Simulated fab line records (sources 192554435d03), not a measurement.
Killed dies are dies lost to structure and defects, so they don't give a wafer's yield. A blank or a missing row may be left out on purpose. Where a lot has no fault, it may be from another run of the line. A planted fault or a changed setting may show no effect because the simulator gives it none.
Chamber matching || flow n5 finfet || rie diel-06 running N5_HKMG_FIN_STRIP_93: 4 sister chambers
The step strips SOC in N2/H2, time 20 s. 14 wafers are shown with their chamber, then 7 later ones without.

## EACH WAFER AND ITS CHAMBER
{"wafer": "L080.2", "chamber": 3, "drypump motor current A (A)": 6.8, "showerhead plenum p Torr (Torr)": 3.50, "throttle valve pct (%)": 18.7}
{"wafer": "L080.5", "chamber": 1, "drypump motor current A (A)": 5.3, "showerhead plenum p Torr (Torr)": 3.33, "throttle valve pct (%)": 19.0}
{"wafer": "L080.6", "chamber": 2, "drypump motor current A (A)": 5.4, "showerhead plenum p Torr (Torr)": 3.32, "throttle valve pct (%)": 19.0}
{"wafer": "L082.2", "chamber": 1, "drypump motor current A (A)": 5.4, "showerhead plenum p Torr (Torr)": 3.33, "throttle valve pct (%)": 19.0}
{"wafer": "L082.5", "chamber": 3, "drypump motor current A (A)": 6.8, "showerhead plenum p Torr (Torr)": 3.49, "throttle valve pct (%)": 18.6}
{"wafer": "L082.6", "chamber": 1, "drypump motor current A (A)": 5.3, "showerhead plenum p Torr (Torr)": 3.33, "throttle valve pct (%)": 19.0}
{"wafer": "L089.1", "chamber": 3, "drypump motor current A (A)": 6.8, "showerhead plenum p Torr (Torr)": 3.48, "throttle valve pct (%)": 18.7}
{"wafer": "L089.3", "chamber": 1, "drypump motor current A (A)": 5.4, "showerhead plenum p Torr (Torr)": 3.32, "throttle valve pct (%)": 19.0}
{"wafer": "L089.6", "chamber": 1, "drypump motor current A (A)": 5.4, "showerhead plenum p Torr (Torr)": 3.32, "throttle valve pct (%)": 19.0}
{"wafer": "L090.1", "chamber": 2, "drypump motor current A (A)": 5.4, "showerhead plenum p Torr (Torr)": 3.31, "throttle valve pct (%)": 18.6}
{"wafer": "L090.3", "chamber": 1, "drypump motor current A (A)": 5.4, "showerhead plenum p Torr (Torr)": 3.32, "throttle valve pct (%)": 19.1}
{"wafer": "L090.5", "chamber": 1, "drypump motor current A (A)": 5.4, "showerhead plenum p Torr (Torr)": 3.31, "throttle valve pct (%)": 19.1}
{"wafer": "L095.1", "chamber": 1, "drypump motor current A (A)": 5.4, "showerhead plenum p Torr (Torr)": 3.31, "throttle valve pct (%)": 19.1}
{"wafer": "L095.4", "chamber": 0, "drypump motor current A (A)": 5.5, "showerhead plenum p Torr (Torr)": 3.50, "throttle valve pct (%)": 19.0}

SIGNATURES, as means of the wafers listed above
{"reading": "drypump motor current A", "chamber 0": 5.500, "chamber 1": 5.375, "chamber 2": 5.400, "chamber 3": 6.800, "scatter within a chamber": 0.0387}
{"reading": "showerhead plenum p Torr", "chamber 0": 3.5000, "chamber 1": 3.3213, "chamber 2": 3.3150, "chamber 3": 3.4900, "scatter within a chamber": 0.00859}
{"reading": "throttle valve pct", "chamber 0": 19.000, "chamber 1": 19.038, "chamber 2": 18.800, "chamber 3": 18.667, "scatter within a chamber": 0.103}
Rule: for a wafer and a chamber, the distance is found by dividing, reading by reading, the gap between the wafer's reading and the chamber's mean by the reading's scatter, squaring, summing and taking the root. The wafer belongs to the nearest chamber; if the next one is less than 2 further off, it can't be placed. The scatter: take each reading less its chamber's mean, square it, sum over the shown wafers, divide by the number of wafers less the number of chambers, and take the root.

## WAFERS WITH NO CHAMBER GIVEN
{"wafer": "L095.6", "drypump motor current A (A)": 6.8, "showerhead plenum p Torr (Torr)": 3.48, "throttle valve pct (%)": 18.7}
{"wafer": "L096.2", "drypump motor current A (A)": 5.4, "showerhead plenum p Torr (Torr)": 3.30, "throttle valve pct (%)": 18.6}
{"wafer": "L096.4", "drypump motor current A (A)": 6.8, "showerhead plenum p Torr (Torr)": 3.48, "throttle valve pct (%)": 18.7}
{"wafer": "L096.6", "drypump motor current A (A)": 5.5, "showerhead plenum p Torr (Torr)": 3.49, "throttle valve pct (%)": 19.1}
{"wafer": "L097.3", "drypump motor current A (A)": 5.5, "showerhead plenum p Torr (Torr)": 3.49, "throttle valve pct (%)": 19.1}
{"wafer": "L097.4", "drypump motor current A (A)": 5.4, "showerhead plenum p Torr (Torr)": 3.30, "throttle valve pct (%)": 18.6}
{"wafer": "L097.5", "drypump motor current A (A)": 5.4, "showerhead plenum p Torr (Torr)": 3.31, "throttle valve pct (%)": 19.1}

## CHAMBER TAKEN BY EACH
{"wafer": "L095.6", "from the rows above": 3, "in truth": 3}
{"wafer": "L096.2", "from the rows above": 2, "in truth": 2}
{"wafer": "L096.4", "from the rows above": 3, "in truth": 3}
{"wafer": "L096.6", "from the rows above": 0, "in truth": 0}
{"wafer": "L097.3", "from the rows above": 0, "in truth": 0}
{"wafer": "L097.4", "from the rows above": 2, "in truth": 2}
{"wafer": "L097.5", "from the rows above": "can't be placed: 1 or 2", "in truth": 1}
Correctly placed: 6 of 7. Can't be placed from these rows: 1 (the true chamber is among the candidates in 1). 0 placed wrongly.
